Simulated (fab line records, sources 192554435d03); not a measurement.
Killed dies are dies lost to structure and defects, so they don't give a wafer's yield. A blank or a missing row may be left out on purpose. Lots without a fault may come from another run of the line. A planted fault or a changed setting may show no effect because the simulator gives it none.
Which tool did it? | flow n5_finfet | 14 lots, 42 wafers sampled, at 4 steps of a route of 1938

WHAT THE GAUGES READ, wafer by wafer
N5_BEOL_M2_CD_MEAS_11: target cd 16.79 nm. Usual: cd_nm 16.74 nm, standard deviation 0.26.
lot  | measured     | on        | cd_nm (nm)        | flag
L374 | day 6 12:00  | cd_sem-03 | 16.97 16.85 16.84 |
L375 | day 6 19:44  | cd_sem-03 | 17.04 16.53 16.56 |
L376 | day 6 23:28  | cd_sem-01 | 16.50 16.45 16.87 |
L379 | day 7 23:23  | cd_sem-03 | 16.49 16.45 16.78 |
L380 | day 8 08:43  | cd_sem-03 | 17.15 16.81 16.72 |
L384 | day 9 05:27  | cd_sem-03 | 16.77 16.68 16.74 |
L387 | day 9 19:08  | cd_sem-01 | - - -             | OFF
L388 | day 10 05:49 | cd_sem-01 | - - -             | OFF
L391 | day 10 19:05 | cd_sem-02 | 16.71 16.85 16.46 |
L392 | day 11 01:11 | cd_sem-03 | 16.79 17.03 16.64 |
L393 | day 11 05:18 | cd_sem-01 | 17.04 16.35 17.02 |
L394 | day 11 15:08 | cd_sem-02 | 17.07 16.45 17.23 |
L395 | day 11 18:12 | cd_sem-02 | 17.02 16.74 16.82 |
L397 | day 12 04:44 | cd_sem-01 | 16.55 16.82 16.93 |

N5_BEOL_M2_OVL_MEAS_12. Usual: M2_OVL -0.1 nm, standard deviation 0.63.
lot  | measured     | on         | M2_OVL (nm)    | flag
L374 | day 6 12:02  | overlay-02 | 0.4 0.4 -0.6   |
L375 | day 6 19:46  | overlay-01 | 0.1 -0.9 -0.1  |
L376 | day 6 23:29  | overlay-01 | 0.1 -0.6 0.0   |
L379 | day 7 23:25  | overlay-02 | -1.0 -0.8 -0.7 |
L380 | day 8 08:45  | overlay-01 | 1.0 0.3 0.4    |
L384 | day 9 05:29  | overlay-02 | -1.0 -0.3 0.1  |
L387 | day 9 19:10  | overlay-02 | - - -          | OFF
L388 | day 10 05:50 | overlay-02 | - - -          | OFF
L391 | day 10 19:08 | overlay-02 | 0.0 -0.8 0.5   |
L392 | day 11 01:13 | overlay-01 | -0.9 -0.2 -1.7 |
L393 | day 11 05:20 | overlay-01 | -1.0 -0.6 0.1  |
L394 | day 11 15:10 | overlay-02 | -0.3 -0.1 0.2  |
L395 | day 11 18:14 | overlay-01 | 1.4 1.0 0.7    |
L397 | day 12 04:47 | overlay-01 | 0.4 -0.6 0.0   |

WHICH TOOL RAN EACH LOT (tool, then ch and the chambers of the sampled wafers, then the start)
lot  | N5_BEOL_M1_ANNEAL_51             | N5_BEOL_M2_EXPOSE_08
L374 | rtp_anneal-02 ch 0, day 6 08:46  | euv_scanner-02 ch 0, day 6 11:52
L375 | rtp_anneal-02 ch 0, day 6 17:41  | euv_scanner-01 ch 0, day 6 19:37
L376 | rtp_anneal-02 ch 0, day 6 21:58  | euv_scanner-01 ch 0, day 6 23:20
L379 | rtp_anneal-01 ch 0, day 7 22:00  | euv_scanner-01 ch 0, day 7 23:16
L380 | rtp_anneal-01 ch 0, day 8 05:13  | euv_scanner-02 ch 0, day 8 08:35
L384 | rtp_anneal-02 ch 0, day 9 03:49  | euv_scanner-01 ch 0, day 9 05:19
L387 | rtp_anneal-02 ch 0, day 9 16:59  | euv_scanner-02, day 9 19:00
L388 | rtp_anneal-02 ch 0, day 10 03:46 | euv_scanner-02, day 10 05:40
L391 | rtp_anneal-01 ch 0, day 10 16:37 | euv_scanner-02 ch 0, day 10 18:58
L392 | rtp_anneal-02 ch 0, day 10 22:21 | euv_scanner-01 ch 0, day 11 01:03
L393 | rtp_anneal-02 ch 0, day 11 00:55 | euv_scanner-02 ch 0, day 11 05:10
L394 | rtp_anneal-01 ch 0, day 11 13:23 | euv_scanner-02 ch 0, day 11 15:01
L395 | rtp_anneal-01 ch 0, day 11 16:47 | euv_scanner-02 ch 0, day 11 18:05
L397 | rtp_anneal-01 ch 0, day 12 02:37 | euv_scanner-02 ch 0, day 12 04:37
- N5_BEOL_M1_ANNEAL_51: time 90 s.
- N5_BEOL_M2_EXPOSE_08: exposes mask M2.

WHAT THE TOOLS THEMSELVES READ (means of the sampled wafers that have a number; where no wafer has one, the mark that the record gives instead)
N5_BEOL_M1_ANNEAL_51. Usual: wafer_temp_C_max 226.7, standard deviation 0.38.
lot  | tool          | wafer_temp_C_max | flag
L374 | rtp_anneal-02 | 226.7            |
L375 | rtp_anneal-02 | 226.9            |
L376 | rtp_anneal-02 | 226.7            |
L379 | rtp_anneal-01 | 227.0            |
L380 | rtp_anneal-01 | 226.6            |
L384 | rtp_anneal-02 | 226.2            |
L387 | rtp_anneal-02 | 226.6            |
L388 | rtp_anneal-02 | 226.4            |
L391 | rtp_anneal-01 | 226.5            |
L392 | rtp_anneal-02 | 226.6            |
L393 | rtp_anneal-02 | 226.1            |
L394 | rtp_anneal-01 | 227.1            |
L395 | rtp_anneal-01 | 227.0            |
L397 | rtp_anneal-01 | 227.0            |

N5_BEOL_M2_EXPOSE_08. Usual: exposure_dose_mJ_cm2 41.16, standard deviation 0.037.
lot  | tool           | exposure_dose_mJ_cm2 | flag
L374 | euv_scanner-02 | 41.17                |
L375 | euv_scanner-01 | 41.17                |
L376 | euv_scanner-01 | 41.19                |
L379 | euv_scanner-01 | 41.19                |
L380 | euv_scanner-02 | 41.18                |
L384 | euv_scanner-01 | 41.20                |
L387 | euv_scanner-02 | -                    | OFF
L388 | euv_scanner-02 | -                    | OFF
L391 | euv_scanner-02 | 41.16                |
L392 | euv_scanner-01 | 41.13                |
L393 | euv_scanner-02 | 41.11                |
L394 | euv_scanner-02 | 41.15                |
L395 | euv_scanner-02 | 41.17                |
L397 | euv_scanner-02 | 41.16                |

THE ANSWER, worked out from the rows above alone
Rule: a lot is off if the mean of its wafers that have a number lies more than 3 standard deviations from the usual mean. A lot without any number at a reading at which 4 lots or more have one is off too. The other lots that the step has rows for count as sound. The gauges are gone through in route order, then the tools' own readings, and for those a lot's mean is taken as printed above. The first step at which some lot is off is used, and at that step the reading that is off furthest; a lot without a number counts as furthest.
Off: L387, L388, at N5_BEOL_M2_CD_MEAS_11 (cd_nm). Without a number there: L387, L388.
A tool fits if, at a process step before that reading, it ran every lot that is off, and no sound lot after the first of them. The gauges at N5_BEOL_M2_CD_MEAS_11 aren't tried: what is off there is off at N5_BEOL_M2_OVL_MEAS_12 too, on other tools, and a gauge's error can't cause that. None of those tried fits.

WHAT THE SIMULATOR HAD PUT IN
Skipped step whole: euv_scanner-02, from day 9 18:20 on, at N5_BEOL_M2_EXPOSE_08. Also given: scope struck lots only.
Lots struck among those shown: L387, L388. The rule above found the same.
